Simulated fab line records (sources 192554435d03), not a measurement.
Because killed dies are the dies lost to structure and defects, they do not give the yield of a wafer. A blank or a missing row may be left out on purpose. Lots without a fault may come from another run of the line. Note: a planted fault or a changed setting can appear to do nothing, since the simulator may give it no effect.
Split-lot trial -- flow n5Finfet -- 21 wafers read from 7 lots, route of 1938 steps

THE SPLIT
At N5_BEOL_M2_COAT_67 (time 60 s, resist thk 60 nm), the setting spinRpm was moved away from the recipe's 1500 rpm on 7 of the 21 wafers read, by -9.7% to +7.1%. For the rest of the wafers, this setting stayed at what the recipe calls for.

FROM THE SPLIT TO THE READING: what the file shows between them, 8 steps
- N5_BEOL_M2_DESCUM_33: chemistry O2, time 7 s (also split here: timeS)
- N5_BEOL_M2_ETCH_77: etches underlayer in N2/H2, target depth 6.5 nm, time 5.2 s
- N5_BEOL_M2_ETCH_69: etches SiARC in CF4, target depth 15.6 nm, time 26 s
- N5_BEOL_M2_ALD_98: deposits SiO2, target thk 2.5 nm, pulse time 1 s, co reactant pulse time 1 s
- N5_BEOL_M2_ETCHBACK_99: etches SiO2 in CHF3, target depth 5 nm, time 10.4 s
- N5_BEOL_M2_ETCH_70: etches SOC in N2/H2, target depth 80 nm, overetch 24 nm, time 130 s
- N5_BEOL_M2_STRIP_71: strips in N2/H2
- N5_BEOL_M2_STRIP_78: strips in N2/H2

THE READING
SOC_of_BEOL_M2_COAT_67.thkNm (the simulator's own value, which no gauge read), in nm, at N5_BEOL_M2_VIA_ETCH_34 (etches the open film in C4F6/O2, target depth 69.4 nm, time 65.9 s). There is no usual value for it anywhere in the file. The 14 wafers here that ran the recipe average 52.1 nm, standard deviation 0.18 nm.

wafer,"tool, chamber at the split","spinRpm as run, rpm",against the recipe,"SOC_of_BEOL_M2_COAT_67.thkNm, nm",against lot-mates on the recipe
L078.1,"lithoTrack-04, 0",1445,-3.7%,53.4,+1.0
L078.4,"lithoTrack-04, 0",1445,-3.7%,53.2,+0.8
L078.5,"lithoTrack-04, 0",1500,recipe,52.4,-
L081.2,"lithoTrack-04, 0",1500,recipe,52,-
L081.3,"lithoTrack-04, 0",1607,+7.1%,49.6,-2.5
L081.5,"lithoTrack-04, 0",1500,recipe,52.2,-
L080.3,"lithoTrack-01, 0",1500,recipe,52.2,-
L080.4,"lithoTrack-01, 0",1500,recipe,52,-
L080.6,"lithoTrack-01, 0",1500,recipe,52,-
L088.1,"lithoTrack-04, 0",1454,-3.1%,52.8,+0.2
L088.3,"lithoTrack-04, 0",1500,recipe,52.6,-
L088.5,"lithoTrack-04, 0",1454,-3.1%,53.4,+0.8
L091.1,"lithoTrack-01, 0",1500,recipe,52,-
L091.2,"lithoTrack-01, 0",1500,recipe,52,-
L091.6,"lithoTrack-01, 0",1500,recipe,52,-
L093.1,"lithoTrack-03, 0",1500,recipe,52.2,-
L093.2,"lithoTrack-03, 0",1500,recipe,52,-
L093.4,"lithoTrack-03, 0",1355,-9.7%,55.4,+3.3
L096.2,"lithoTrack-04, 0",1500,recipe,52.2,-
L096.6,"lithoTrack-04, 0",1500,recipe,52.2,-
L096.5,"lithoTrack-04, 0",1415,-5.7%,53.8,+1.6

THE FIT
A straight line over all 21 wafers: SOC_of_BEOL_M2_COAT_67.thkNm changes by -0.333 nm for each +1% of spinRpm; r = -0.98; the points scatter about the line by 0.19 nm.
The same after taking each lot's own level away (the mean of its wafers on the recipe; 21 wafers): -0.316 nm for each +1%; r = -0.98; scatter 0.21 nm.
According to that fit, moving spinRpm by its largest amount changes the reading by 3.1 nm.
Across the lots, their own levels run from 52.00 to 52.60 nm, a range of 3.4 times the standard deviation given above.
The two slopes are in agreement: the lot-to-lot level therefore moves the slope only a little.
Check: +2.74 nm against its lot-mates is what the line predicts for one of the wafers moved furthest among these (-9.7%) when that wafer is left out of the fit. It came out at +3.3 nm against them.

FURTHER SPLITS ON THESE WAFERS
Note: prior to the reading, these wafers also went through further splits. Each is held against what the fit with the lots' levels taken away leaves over:
other split on the same wafers,wafers away from the commonest value,r with SOC_of_BEOL_M2_COAT_67.thkNm (lot level and that fit taken away)
N5_BEOL_M2_DESCUM_33 timeS,6,+0.16

THE WHOLE CHAIN: every reading that the file lists as answering this split, in the file's order
step,what it does,reading,change (the file's fit),r (the file's)
N5_BEOL_M2_COAT_67,"time 60 s, resist thk 60 nm","SOC_of_BEOL_M2_COAT_67.thkNm (the simulator's own value, which no gauge read)",-0.331 nm for each +1% of the setting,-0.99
N5_BEOL_M2_ETCH_70,"etches SOC in N2/H2, target depth 80 nm, overetch 24 nm, time 130 s","etch.depthNm (the simulator's own value, which no gauge read)",-0.337 nm for each +1% of the setting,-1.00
N5_BEOL_M2_VIA_ETCH_34,"etches the open film in C4F6/O2, target depth 69.4 nm, time 65.9 s","SOC_of_BEOL_M2_COAT_67.thkNm (the simulator's own value, which no gauge read)",-0.319 nm for each +1% of the setting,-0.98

FILE'S OWN FIT
SOC_of_BEOL_M2_COAT_67.thkNm changes by -0.319 nm for each +1% of spinRpm, r = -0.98.
